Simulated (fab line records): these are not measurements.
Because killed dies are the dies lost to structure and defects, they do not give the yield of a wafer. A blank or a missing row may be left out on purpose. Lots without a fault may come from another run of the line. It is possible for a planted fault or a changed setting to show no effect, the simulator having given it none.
fab line records	flow nand-harc
[record] lots = 6	wafers = 18	last-day = 23
route steps=1159 shown A_STAIRCASE@608 END@1159
lots that met no fault: taken from a fault-free run of the same line
start-h: hours from the record's first day to the start of the lot's first wafer shown	wait-h: how many hours have passed since the lot's step before this one	" as in the row above	L1.1+2: one row covering several wafers at once	- value missing, or start not given	* or withheld: withheld	< > ~ a bound
route shown NAME@n: NAME is a module with steps in the file, n the number in the route of the first one	usual: the fault-free wafers' mean and standard deviation	same: alike in all rows	chamber/n: place in a boat	sites: readings site by site	_std_site: how widely they spread, as a standard deviation	_edge_site: outer sites' mean less inner sites'	radius-mm: for every site, how far away it sits from the centre of the wafer	mask NAME#n: copy n	behind: tool/chamber where the wafer was last shaped	hold: why the lot went on hold/how many hours it stayed there/how the hold came to an end	device: which transistor (n, p or np) failed to switch	end of line: the same wafers' tests at the end of the route	for a step that has no rows: nothing shown but its recipe	killed: dies that structure and defects cost at the first sort, which is not the same as the wafer's yield	map: a wafer's dies, x killed, . not, _ none there
set.NAME: the setting the step ran with; set.NAME@STEP: the setting that earlier step ran with	model.NAME: the simulator's own value behind a step, which no gauge read
lots at selected steps of the route; one table per step, one row per wafer
services: when a tool's chamber went out of use (start-h, in hours from the record's first day, below 0 if earlier), for how many hours, and the reason
[[steps]]
[step NHARC_A_STAIRCASE_EXPOSE_214]
[recipe] na = 0.5	dose-mj = 31.26	mask-id = STAIR_3
[step NHARC_A_STAIRCASE_PEB_215]
[recipe] peb-temp-c = 115	peb-time-s = 130
[step NHARC_A_STAIRCASE_DEVELOP_216]
[recipe] time-s = 140
[step NHARC_A_STAIRCASE_HARDBAKE_218]
[recipe] temp-c = 120	time-s = 140
[step NHARC_A_STAIRCASE_DESCUM_219]
[recipe] time-s = 3	o2-flow-sccm = 200	ar-flow-sccm = 0	bias-power-w = 0	chemistry = O2
[usual] drypump-motor-current-A = 5.6/0.4	o2-flow-sccm = 199.9/0.55	oes-product-au = 1.001/0.0071	rf-vpp-V = 57.9/0.96	showerhead-plenum-p-Torr = 1.92/0.099	throttle-valve-pct = 11.312/0.01
lot.wafer	tool	chamber	start-h	wait-h	drypump-motor-current-A	o2-flow-sccm	oes-product-au	rf-hours-counter-h	rf-vpp-V	showerhead-plenum-p-Torr	throttle-valve-pct
L701.2	rie-diel-10	1	229.88	-	5.4	199.9	1.000	16	59.9	2.07	11.313
L701.4	"	2	"	"	6.1	199.2	1.014	16	56.3	2.02	11.311
L701.1	"	3	"	"	5.3	198.7	1.003	17	59.0	1.99	11.285
L702.4	rie-diel-05	0	252.18	-	6.0	199.9	1.003	29	57.7	1.77	11.297
L702.1	"	2	"	"	5.3	199.0	1.000	27	57.8	1.93	11.322
L702.6	"	3	"	"	5.0	200.4	1.005	-	57.7	1.87	11.319
L706.3	rie-diel-05	0	270.84	-	6.0	199.1	0.985	36	56.4	1.77	11.313
L706.2	"	2	"	"	5.3	199.5	1.001	33	57.5	1.93	11.306
L706.5	"	3	"	"	5.0	198.7	1.014	-	57.8	1.87	11.309
L715.3	rie-diel-05	2	324.59	-	5.3	199.6	1.004	53	58.7	1.92	11.309
L715.5	"	0	"	"	6.1	201.2	1.010	-	56.2	1.76	11.318
L715.6	"	1	"	"	6.0	200.0	0.993	-	58.6	1.90	11.299
L717.3	rie-diel-10	2	337.86	-	6.1	199.3	0.998	54	59.3	2.01	11.319
L717.2	"	3	"	"	5.3	200.6	0.999	55	57.4	1.98	11.316
L717.5	"	2	"	"	6.1	199.6	1.004	-	59.0	2.01	11.310
L716.1	rie-diel-05	2	338.44	-	5.3	199.8	1.007	59	59.2	1.92	11.319
L716.3	"	0	"	"	6.1	199.1	0.997	63	57.4	1.76	11.316
L716.6	"	2	"	"	5.3	199.4	1.002	-	59.0	1.92	11.318
[step NHARC_A_STAIRCASE_TRIM_220]
[recipe] time-s = 211.2	o2-flow-sccm = 500	ar-flow-sccm = 0	bias-w = 0	chemistry = O2
[usual] drypump-motor-current-A = 5.6/0.4	o2-flow-sccm = 500.1/1.5	oes-product-au = 1.001/0.0078	rf-vpp-V = 57.9/0.96	showerhead-plenum-p-Torr = 3.55/0.17	throttle-valve-pct = 17.037/0.0094
lot.wafer	tool	chamber	start-h	wait-h	drypump-motor-current-A	o2-flow-sccm	oes-product-au	rf-hours-counter-h	rf-vpp-V	showerhead-plenum-p-Torr	throttle-valve-pct
L701.2	rie-diel-10	1	229.97	0.1	5.4	500.9	0.997	16	57.8	3.80	17.043
L701.1	"	3	"	"	5.3	500.4	1.002	17	58.3	3.67	17.041
L701.4	"	0	"	"	5.2	501.1	1.005	17	57.8	3.36	17.059
L702.4	rie-diel-05	2	252.31	0.1	5.3	501.4	1.002	27	57.6	3.56	17.047
L702.1	"	3	"	"	5.0	497.1	1.011	24	57.3	3.46	17.041
L702.6	"	2	"	"	5.3	498.6	0.996	-	59.1	3.56	17.038
L706.2	rie-diel-05	1	270.92	0.1	6.0	498.9	1.000	33	58.3	3.51	17.039
L706.3	"	2	"	"	5.3	498.3	1.003	33	57.7	3.56	17.028
L706.5	"	2	"	"	5.3	501.4	1.015	-	58.3	3.56	17.019
L715.3	rie-diel-05	0	324.69	0.1	6.0	499.7	0.990	58	57.6	3.27	17.040
L715.5	"	2	"	"	5.3	501.9	0.998	-	56.7	3.55	17.050
L715.6	"	3	"	"	5.0	501.3	1.008	-	57.6	3.45	17.035
L717.2	rie-diel-10	1	337.96	0.1	5.4	504.1	1.010	54	58.6	3.78	17.037
L717.3	"	2	"	"	6.1	502.4	1.010	54	59.7	3.69	17.040
L717.5	"	1	"	"	5.5	501.9	1.005	-	57.8	3.78	17.014
L716.1	rie-diel-05	1	338.53	0.1	6.0	500.1	0.999	60	57.9	3.49	17.033
L716.3	"	3	"	"	5.0	496.3	1.000	51	57.9	3.45	17.039
L716.6	"	1	"	"	6.1	499.3	0.999	-	57.5	3.49	17.056
[step NHARC_A_STAIRCASE_ETCH_221]
[recipe] target-depth-a = 1000	time-s = 40.5	ion-energy-ev = 400	c4f8-flow-sccm = 20	o2-flow-sccm = 10	ar-flow-sccm = withheld	rf-w = 600	bias-w = 1000	chemistry = C4F8/O2
[step NHARC_A_STAIRCASE_TRIM_222]
[recipe] time-s = 211.2	o2-flow-sccm = 500	ar-flow-sccm = 0	bias-w = 0	chemistry = O2
[step NHARC_A_STAIRCASE_ETCH_223]
[recipe] target-depth-a = 1000	time-s = 40.5	ion-energy-ev = 400	c4f8-flow-sccm = 20	o2-flow-sccm = 10	ar-flow-sccm = withheld	rf-w = 600	bias-w = 1000	chemistry = C4F8/O2
[usual] oes-product-au = 0.943/0.011	rf-vpp-V = 896/6.2
lot.wafer	tool	chamber	start-h	wait-h	oes-product-au	rf-hours-counter-h	rf-vpp-V
L701.2	rie-diel-10	0	-	-	0.966	17	890
L701.1	"	2	"	"	0.946	16	902
L701.4	"	3	"	"	0.956	17	900
L702.4	rie-diel-05	2	-	-	0.946	28	898
L702.1	"	3	"	"	0.951	24	894
L702.6	"	2	"	"	0.933	-	898
L706.3	rie-diel-05	0	-	-	0.945	36	886
L706.2	"	1	"	"	0.958	33	894
L706.5	"	1	"	"	0.959	-	896
L715.3	rie-diel-05	2	-	-	0.933	53	897
L715.5	"	2	"	"	0.941	-	898
L715.6	"	3	"	"	0.940	-	893
L717.3	rie-diel-10	0	-	-	0.947	55	889
L717.2	"	2	"	"	0.940	54	901
L717.5	"	1	"	"	0.935	-	906
L716.3	rie-diel-05	2	-	-	0.948	59	896
L716.1	"	0	"	"	0.948	63	886
L716.6	"	2	"	"	0.936	-	896
[step NHARC_A_STAIRCASE_TRIM_224]
[recipe] time-s = 211.2	o2-flow-sccm = 500	ar-flow-sccm = 0	bias-w = 0	chemistry = O2
[step NHARC_A_STAIRCASE_ETCH_225]
[recipe] target-depth-a = 1000	time-s = 40.5	ion-energy-ev = 400	c4f8-flow-sccm = 20	o2-flow-sccm = 10	ar-flow-sccm = withheld	rf-w = 600	bias-w = 1000	chemistry = C4F8/O2
[step NHARC_A_STAIRCASE_TRIM_226]
[recipe] time-s = 211.2	o2-flow-sccm = 500	ar-flow-sccm = 0	bias-w = 0	chemistry = O2
[usual] drypump-motor-current-A = 5.6/0.41	o2-flow-sccm = 499.9/1.5	oes-product-au = 1.001/0.0072	rf-vpp-V = 57.8/0.8	showerhead-plenum-p-Torr = 3.54/0.17	throttle-valve-pct = 17.037/0.009
lot.wafer	tool	chamber	start-h	wait-h	drypump-motor-current-A	o2-flow-sccm	oes-product-au	rf-hours-counter-h	rf-vpp-V	showerhead-plenum-p-Torr	throttle-valve-pct
L701.1	rie-diel-10	3	230.70	-	5.3	497.0	1.007	17	58.6	3.67	17.029
L701.4	"	1	"	"	5.4	496.5	1.009	16	58.3	3.80	17.046
L701.2	"	2	"	"	6.1	501.9	1.005	16	58.1	3.72	17.031
L702.1	rie-diel-05	3	253.36	-	5.0	500.2	1.009	25	59.0	3.46	17.040
L702.4	"	1	"	"	6.0	501.4	0.991	28	58.7	3.51	17.024
L702.6	"	0	"	"	6.1	498.5	0.990	-	57.1	3.28	17.024
L706.3	rie-diel-05	1	271.61	-	6.0	500.7	1.003	33	58.0	3.51	17.048
L706.2	"	3	"	"	5.0	500.9	1.000	31	57.9	3.46	17.046
L706.5	"	1	"	"	6.0	501.2	1.002	-	58.6	3.51	17.033
L715.3	rie-diel-05	3	325.38	-	5.0	497.7	1.005	46	56.9	3.45	17.036
L715.5	"	1	"	"	6.0	500.0	0.986	-	58.9	3.50	17.032
L715.6	"	2	"	"	5.3	500.2	1.002	-	58.3	3.55	17.029
L717.2	rie-diel-10	2	338.64	-	6.1	500.4	1.008	54	56.7	3.69	17.041
L717.3	"	0	"	"	5.3	499.4	0.993	56	57.9	3.34	17.038
L717.5	"	2	"	"	6.1	498.1	1.005	-	58.8	3.69	17.048
L716.1	rie-diel-05	2	339.20	-	5.3	500.2	1.000	59	56.7	3.54	17.032
L716.3	"	1	"	"	6.0	500.8	0.988	60	58.1	3.49	17.034
L716.6	"	2	"	"	5.3	500.9	1.008	-	57.4	3.54	17.043
[step NHARC_A_STAIRCASE_ETCH_227]
[recipe] target-depth-a = 1000	time-s = 40.5	ion-energy-ev = 400	c4f8-flow-sccm = 20	o2-flow-sccm = 10	ar-flow-sccm = withheld	rf-w = 600	bias-w = 1000	chemistry = C4F8/O2
[step NHARC_A_STAIRCASE_TRIM_229]
[recipe] time-s = 211.2	o2-flow-sccm = 500	ar-flow-sccm = 0	bias-w = 0	chemistry = O2
[step NHARC_A_STAIRCASE_ETCH_230]
[recipe] target-depth-a = 1000	time-s = 40.5	ion-energy-ev = 400	c4f8-flow-sccm = 20	o2-flow-sccm = 10	ar-flow-sccm = withheld	rf-w = 600	bias-w = 1000	chemistry = C4F8/O2
[step NHARC_A_STAIRCASE_TRIM_231]
[recipe] time-s = 211.2	o2-flow-sccm = 500	ar-flow-sccm = 0	bias-w = 0	chemistry = O2
[step NHARC_A_STAIRCASE_ETCH_232]
[recipe] target-depth-a = 1000	time-s = 40.5	ion-energy-ev = 400	c4f8-flow-sccm = 20	o2-flow-sccm = 10	ar-flow-sccm = withheld	rf-w = 600	bias-w = 1000	chemistry = C4F8/O2
[step NHARC_A_STAIRCASE_TRIM_233]
[recipe] time-s = 211.2	o2-flow-sccm = 500	ar-flow-sccm = 0	bias-w = 0	chemistry = O2
[usual] drypump-motor-current-A = 5.6/0.39	o2-flow-sccm = 499.8/1.3	oes-product-au = 1.003/0.0074	rf-vpp-V = 57.8/0.97	showerhead-plenum-p-Torr = 3.56/0.17	throttle-valve-pct = 17.037/0.0099
lot.wafer	tool	chamber	start-h	wait-h	drypump-motor-current-A	o2-flow-sccm	oes-product-au	rf-hours-counter-h	rf-vpp-V	showerhead-plenum-p-Torr	throttle-valve-pct
L701.2	rie-diel-10	1	-	-	5.4	498.2	0.998	16	59.3	3.80	17.043
L701.4	"	2	"	"	6.1	499.5	1.011	16	58.6	3.72	17.048
L701.1	"	0	"	"	5.2	500.6	1.010	18	58.3	3.36	17.053
L702.4	rie-diel-05	2	-	-	5.3	498.5	1.014	28	57.2	3.56	17.047
L702.1	"	0	"	"	6.1	496.9	0.995	30	57.8	3.28	17.050
L702.6	"	3	"	"	5.0	499.2	1.007	-	57.2	3.46	17.056
L706.2	rie-diel-10	0	-	-	5.3	498.8	1.012	31	55.2	3.35	17.040
L706.3	"	1	"	"	5.4	498.9	0.991	29	56.0	3.79	17.043
L706.5	"	0	"	"	5.3	496.9	1.006	-	57.2	3.35	17.047
L715.3	rie-diel-05	1	-	-	6.0	499.4	1.004	55	58.3	3.50	17.028
L715.6	"	1	"	"	6.0	497.9	0.995	-	57.0	3.50	17.036
L715.5	"	2	"	"	5.3	499.7	1.005	-	58.2	3.55	17.045
L717.2	rie-diel-10	0	-	-	5.3	500.5	1.000	56	57.5	3.34	17.021
L717.3	"	2	"	"	6.1	500.6	1.002	55	58.1	3.69	17.042
L717.5	"	0	"	"	5.3	498.2	0.999	-	55.5	3.34	17.025
L716.3	rie-diel-10	2	-	-	6.1	501.2	1.008	55	58.8	3.69	17.054
L716.1	"	1	"	"	5.5	500.2	1.005	55	59.1	3.78	17.030
L716.6	"	3	"	"	5.3	498.4	1.001	-	57.8	3.64	17.032
[step NHARC_A_STAIRCASE_ETCH_234]
[recipe] target-depth-a = 1000	time-s = 40.5	ion-energy-ev = 400	c4f8-flow-sccm = 20	o2-flow-sccm = 10	ar-flow-sccm = withheld	rf-w = 600	bias-w = 1000	chemistry = C4F8/O2
[step NHARC_A_STAIRCASE_TRIM_235]
[recipe] time-s = 211.2	o2-flow-sccm = 500	ar-flow-sccm = 0	bias-w = 0	chemistry = O2
[usual] drypump-motor-current-A = 5.6/0.39	o2-flow-sccm = 500.1/1.3	oes-product-au = 1.004/0.0073	rf-vpp-V = 57.8/0.96	showerhead-plenum-p-Torr = 3.55/0.17	throttle-valve-pct = 17.038/0.0091
lot.wafer	tool	chamber	start-h	wait-h	drypump-motor-current-A	o2-flow-sccm	oes-product-au	rf-hours-counter-h	rf-vpp-V	showerhead-plenum-p-Torr	throttle-valve-pct
L701.2	rie-diel-10	2	-	-	6.1	500.8	1.004	17	57.3	3.72	17.041
L701.1	"	3	"	"	5.3	499.8	0.996	18	59.1	3.67	17.038
L701.4	"	0	"	"	5.2	500.0	1.003	18	56.0	3.36	17.031
L702.1	rie-diel-05	0	-	-	6.1	498.9	0.998	30	57.5	3.28	17.038
L702.4	"	1	"	"	6.0	501.8	1.003	29	57.0	3.51	17.029
L702.6	"	0	"	"	6.1	497.0	0.997	-	57.9	3.28	17.041
L706.3	rie-diel-10	3	-	-	5.3	500.9	1.014	31	58.8	3.66	17.034
L706.2	"	0	"	"	5.3	500.5	1.020	31	57.3	3.35	17.039
L706.5	"	3	"	"	5.3	501.6	1.010	-	57.7	3.66	17.047
L715.3	rie-diel-05	1	-	-	6.0	502.3	0.996	55	58.6	3.50	17.036
L715.6	"	2	"	"	5.3	498.3	1.009	-	56.8	3.55	17.038
L715.5	"	3	"	"	5.0	499.8	1.010	-	57.4	3.45	17.046
L717.3	rie-diel-10	2	-	-	6.1	502.3	1.016	55	58.3	3.69	17.047
L717.2	"	1	"	"	5.4	501.9	0.995	55	59.0	3.78	17.031
L717.5	"	3	"	"	5.3	497.2	0.998	-	57.8	3.65	17.040
L716.1	rie-diel-10	0	-	-	5.3	500.7	1.001	57	56.0	3.34	17.048
L716.3	"	1	"	"	5.4	498.0	1.009	56	57.6	3.78	17.022
L716.6	"	1	"	"	5.4	501.3	0.997	-	56.6	3.78	17.042
[step NHARC_A_STAIRCASE_ETCH_236]
[recipe] target-depth-a = 1000	time-s = 40.5	ion-energy-ev = 400	c4f8-flow-sccm = 20	o2-flow-sccm = 10	ar-flow-sccm = withheld	rf-w = 600	bias-w = 1000	chemistry = C4F8/O2
[step NHARC_A_STAIRCASE_STRIP_238]
[recipe] power-w = 1500	temp-c = 250	chemistry = O2
[step NHARC_A_STAIRCASE_STRIP_239]
[recipe] time-s = 900	temp-c = 130	chemistry = SPM
[step NHARC_A_STAIRCASE_PRECLEAN_240]
[recipe] time-s = *	temp-c = 50	bath-age-min = 0	chemistry = SC1
[step NHARC_A_STAIRCASE_SRD_241]
[step NHARC_A_STAIRCASE_DEHYDRATE_242]
[recipe] temp-c = 150	time-s = 120
[step NHARC_A_STAIRCASE_HMDS_243]
[recipe] time-s = 30
[step NHARC_A_STAIRCASE_COAT_244]
[recipe] spin-rpm = 1200
[step NHARC_A_STAIRCASE_SOFTBAKE_245]
[recipe] temp-c = 135	time-s = 170
[step NHARC_A_STAIRCASE_EBR_246]
[step NHARC_A_STAIRCASE_EXPOSE_247]
[recipe] na = 0.5	dose-mj = 25.34	mask-id = SDS_1
[step NHARC_A_STAIRCASE_PEB_248]
[recipe] peb-temp-c = 115	peb-time-s = 130
[step NHARC_A_STAIRCASE_DEVELOP_249]
[recipe] time-s = 140
[step NHARC_A_STAIRCASE_HARDBAKE_251]
[recipe] temp-c = 120	time-s = 140
[step NHARC_A_STAIRCASE_DESCUM_252]
[recipe] time-s = 3	o2-flow-sccm = 200	ar-flow-sccm = 0	bias-power-w = 0	chemistry = O2
[step NHARC_A_STAIRCASE_ETCH_253]
[recipe] target-depth-a = 500	time-s = 20.2	ion-energy-ev = 400	c4f8-flow-sccm = 20	o2-flow-sccm = 10	ar-flow-sccm = withheld	rf-w = 600	bias-w = 1000	chemistry = C4F8/O2
[step NHARC_A_STAIRCASE_STRIP_254]
[recipe] power-w = 1500	temp-c = 250	chemistry = O2
[step NHARC_A_STAIRCASE_STRIP_255]
[recipe] time-s = 900	temp-c = 130	chemistry = SPM
[step NHARC_END_SORT_01]
[recipe] temp-c = 25
[usual] killed-at-array = 28/8.9	killed-at-other = 0.8/1.2	killed-at-periphery = 3.3/2.3	killed-dies = 32/9.4	killed-open = 3.2/1.8	killed-short = 1.9/1.4
[same] gross-dies = 677
lot.wafer	tool	chamber	start-h	wait-h	killed-at-array	killed-at-other	killed-at-periphery	killed-dies	killed-open	killed-short
L706.2	prober-01	0	477.87	2.8	24	0	3	27	5	1
L706.3	prober-01	0	478.66	3.1	32	0	3	35	3	3
L706.5	prober-01	0	480.24	3.7	25	0	2	27	4	1
L715.5	prober-01	0	520.70	3.7	106	0	1	107	4	0
L717.2	prober-01	0	533.84	2.8	38	0	8	46	4	2
L717.3	prober-01	0	534.65	3.1	34	1	2	37	3	1
L717.5	prober-01	0	536.26	3.7	31	5	3	39	1	4
L716.1	prober-02	0	545.27	2.5	33	0	2	35	5	2
L716.3	prober-02	0	546.88	3.1	108	1	2	111	4	1
L716.6	prober-02	0	549.29	4.0	37	1	4	42	2	1
// killed by level:class
L706.2 A_SLIT:chamber-film-flake=9 A_CONTACT:geometric-particle:open=4 A_CHANNEL_HOLE_D1:chamber-film-flake=4 A_CONTACT:chamber-film-flake=3 P_ZERO_WELL:chamber-film-flake=2 A_SOURCE_PLATE:geometric-particle:open=1 A_M0:geometric-particle:short=1 P_STI:chamber-film-flake=1
L706.3 A_SLIT:chamber-film-flake=11 A_CHANNEL_HOLE_D1:chamber-film-flake=8 A_CONTACT:chamber-film-flake=6 A_ONON_D1:geometric-particle:open=2 P_M0:geometric-particle:short=1 P_M1:geometric-particle:open=1 A_ONON_D1:geometric-particle:short=1 A_SGD_CUT:geometric-particle:short=1
L706.5 A_SLIT:chamber-film-flake=9 A_CHANNEL_HOLE_D1:chamber-film-flake=5 A_STAIRCASE:chamber-film-flake=3 A_CONTACT:chamber-film-flake=3 A_ONON_D1:geometric-particle:open=2 A_CONTACT:geometric-particle:open=2 P_ZERO_WELL:chamber-film-flake=2 A_ONON_D1:geometric-particle:short=1
L715.5 A_STAIRCASE:unspecified=84 A_CHANNEL_HOLE_D1:chamber-film-flake=12 A_STAIRCASE:chamber-film-flake=3 A_CONTACT:geometric-particle:open=2 A_WL_FILL:chamber-film-flake=2 A_CONTACT:chamber-film-flake=2 P_GATE:geometric-particle:open=1 A_ONON_D1:geometric-particle:open=1
L717.2 A_CHANNEL_HOLE_D1:chamber-film-flake=24 P_GATE:chamber-film-flake=6 A_CONTACT:chamber-film-flake=4 A_ONON_D1:geometric-particle:short=2 A_STAIRCASE:chamber-film-flake=2 A_WL_FILL:chamber-film-flake=2 A_SOURCE_PLATE:geometric-particle:open=1 A_WL_FILL:geometric-particle:open=1
L717.3 A_CHANNEL_HOLE_D1:chamber-film-flake=22 A_STAIRCASE:chamber-film-flake=3 A_CONTACT:chamber-film-flake=3 A_WL_FILL:geometric-particle:open=2 A_CHANNEL_FILL_D1:geometric-particle:short=1 A_BLC:geometric-particle:open=1 P_STI:chamber-film-flake=1 P_GATE:chamber-film-flake=1
L717.5 A_CHANNEL_HOLE_D1:chamber-film-flake=22 THIN_TSV:chamber-film-flake=5 A_STAIRCASE:chamber-film-flake=3 P_GATE:chamber-film-flake=2 P_M0:geometric-particle:short=1 A_SOURCE_PLATE:geometric-particle:short=1 A_ONON_D1:geometric-particle:short=1 A_CHANNEL_HOLE_D1:geometric-particle:short=1
L716.1 A_SLIT:chamber-film-flake=16 A_CONTACT:chamber-film-flake=5 A_CHANNEL_HOLE_D1:chamber-film-flake=3 A_STAIRCASE:chamber-film-flake=3 A_M0:geometric-particle:open=2 P_GATE:geometric-particle:open=1 A_ONON_D1:geometric-particle:open=1 A_CHANNEL_FILL_D1:geometric-particle:short=1
L716.3 A_STAIRCASE:unspecified=77 A_SLIT:chamber-film-flake=12 A_CHANNEL_HOLE_D1:chamber-film-flake=5 A_STAIRCASE:chamber-film-flake=4 A_CONTACT:chamber-film-flake=4 A_BLC:geometric-particle:open=2 A_ONON_D1:geometric-particle:short=1 A_CHANNEL_FILL_D1:geometric-particle:open=1
L716.6 A_SLIT:chamber-film-flake=14 A_CONTACT:chamber-film-flake=10 A_CHANNEL_HOLE_D1:chamber-film-flake=6 P_ZERO_WELL:chamber-film-flake=3 A_M0:geometric-particle:open=2 A_STAIRCASE:chamber-film-flake=2 A_SOURCE_PLATE:geometric-particle:short=1 P_M0:chamber-film-flake=1
// map L715.5 (x killed, . not)
____________.____________
_________......._________
_______..........._______
______.....x.......______
_____..............._____
____................x____
____.................____
___...................___
___...................___
__............x........__
__.....................__
_....................x.._
_.x............x........_
_......................._
_......................._
_......................._
.........................
.x.......................
.....x...................
...x...x.................
..xxxx........x..........
_.xxxxx.x..............x_
_.xxxxxxxx........x....._
_xxxxxxxxx.............._
_.xxxxxxx..............._
_xxxxxxxx..............._
__xxxxxxx.x.........x..__
__xxxxxxx..............__
___xxxxxxx......x.....___
___xxxxxx.......xxx...___
____xxxxx......xx.x.x____
____xxxx.......x.x..x____
_____x...........x.._____
______.............______
_______.........x._______
_________......._________
____________.____________
// map L716.3 (x killed, . not)
____________.____________
_________x......_________
_______..x........_______
______............x______
_____..............._____
____...............x.____
____...x.............____
___...................___
___...................___
__....................x__
__.........x...........__
_......................._
_.x.........x..........._
_......................._
_......................._
_.x............x........_
.........................
.xxxx....................
x..xxx...................
x.xxxx..............x....
.xxxxxxx...........x.....
_.xxxxxxx..............._
_xxxxxxx................_
_xxxxxxxx..............._
_xxxxxxxx........x......_
_xxxxxxxxx.............._
__xxxxxxxx..........x..__
__xxxxxxxx.............__
___xxxxxx.............___
___xxxxx..............___
____xxxx.............____
____xxx..............____
_____.xx........x..._____
______.............______
_______..........._______
_________......._________
____________.____________
[[services]]
tool	chamber	start-h	hours	kind
rie-diel-05	3	211.75	6.3	repair
rie-diel-05	0	222.88	-	clean
rie-diel-05	1	222.88	-	clean
rie-diel-05	2	222.88	-	clean
rie-diel-05	3	222.88	-	clean
rie-diel-05	3	238.27	3.0	repair
rie-diel-05	0	247.88	-	clean
rie-diel-05	1	247.88	-	clean
rie-diel-05	2	247.88	-	clean
rie-diel-05	3	247.88	-	clean
rie-diel-05	0	272.38	-	clean
rie-diel-05	1	272.38	-	clean
rie-diel-05	2	272.38	-	clean
rie-diel-05	3	272.38	-	clean
rie-diel-05	0	296.92	-	clean
rie-diel-05	1	296.92	-	clean
rie-diel-05	2	296.92	-	clean
rie-diel-05	3	296.92	-	clean
rie-diel-05	0	321.44	-	clean
rie-diel-05	1	321.44	-	clean
rie-diel-05	2	321.44	-	clean
rie-diel-05	3	321.44	-	clean
rie-diel-05	-	340.75	9.0	pm
rie-diel-05	0	340.75	9.0	vent-cycle
[[key]]
[first-sign] step = NHARC_END_SORT_01	reading = killed-at-array	direction = up	sigmas = 8.8	usual = 28	struck = 107
[effect] step = NHARC_END_SORT_01	reading = killed-dies	direction = up	sigmas = 8.2	usual = 32	struck = 109
[more-kills-born-at] NHARC_A_STAIRCASE_TRIM_226@rie-diel-05 = 159
met-at NHARC_A_STAIRCASE_TRIM_226
struck-wafers L715.5,L716.3
tester-left-out L715,L716
onset-between 271.61 325.38
[fault] kind = chamber-particle-source	tool = rie-diel-05	chamber = 1	onset-h = 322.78	steps = NHARC_A_STAIRCASE_TRIM_226	rate-per-visit-cm2 = 1.2761	end-h = 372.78
// tester-left-out: of these lots the tester's yield and bins aren't shown, on N5 and GAA mostly nor the transistor test; their killed dies are dies lost to structure and defects alone, not to doping, threshold or leakage, so they don't give the yield
